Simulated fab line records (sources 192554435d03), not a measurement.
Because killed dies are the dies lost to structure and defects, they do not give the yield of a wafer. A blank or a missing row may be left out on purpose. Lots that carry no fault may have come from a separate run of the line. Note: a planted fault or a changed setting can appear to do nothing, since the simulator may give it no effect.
Chamber matching	flow n5-finfet	cmp-02 running N5_HKMG_FIN_CMP_94: 4 sister chambers
The step polishes, stops on SiNx, t overpolish 4.7 s, target thk 43.299 nm. 16 wafers are shown with their chamber, then 8 later ones without.

== EACH WAFER AND ITS CHAMBER ==
wafer	chamber	motor-current-A (A)	slurry-flow-ml-min
L074.1	2	10.4	150.1
L074.5	2	10.7	150.7
L074.6	1	14.8	150.3
L078.1	0	11.2	150.5
L078.4	1	13.8	149.6
L078.6	0	10.9	150.6
L080.1	3	12.8	149.3
L080.3	1	14.6	149.7
L080.4	2	10.9	150.1
L085.1	0	10.5	150.6
L085.2	2	10.7	150.3
L085.4	1	14.5	150.6
L086.1	0	10.6	150.3
L086.3	1	14.9	149.8
L086.4	3	12.7	150.3
L087.3	1	14.5	149.4

SIGNATURES (means of the wafers above)
reading	chamber 0	chamber 1	chamber 2	chamber 3	scatter within a chamber
motor-current-A	10.800	14.517	10.675	12.750	0.314
slurry-flow-ml-min	150.500	149.900	150.300	149.800	0.392
Rule: for each reading, subtract the chamber's mean from the wafer's reading, divide by that reading's scatter and square the result; add these up over the readings and take the root, which gives the wafer's distance from the chamber. If the next closest chamber is less than 2 further off than the closest, the wafer can't be placed; otherwise it belongs to the closest. The scatter is the square root of a quotient: the sum, over the shown wafers, of each reading's squared deviation from its chamber's mean, divided by wafers minus chambers.

== WAFERS MISSING THEIR CHAMBER ==
wafer	motor-current-A (A)	slurry-flow-ml-min
L087.5	14.6	149.6
L087.6	10.8	149.2
L095.2	10.4	150.5
L095.3	10.6	149.0
L095.6	10.4	150.1
L096.1	14.2	150.4
L096.3	13.1	149.7
L096.5	11.0	150.2

== EACH ONE'S CHAMBER ==
wafer	from the rows above	in truth
L087.5	1	1
L087.6	can't be placed: 2 or 0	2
L095.2	can't be placed: 2 or 0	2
L095.3	can't be placed: 2 or 0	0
L095.6	can't be placed: 2 or 0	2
L096.1	1	1
L096.3	3	3
L096.5	can't be placed: 0 or 2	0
Correctly placed: 3 of 8. Unplaceable from these rows: 5, with the true chamber sitting among the candidates in 5. Number placed wrongly: 0.
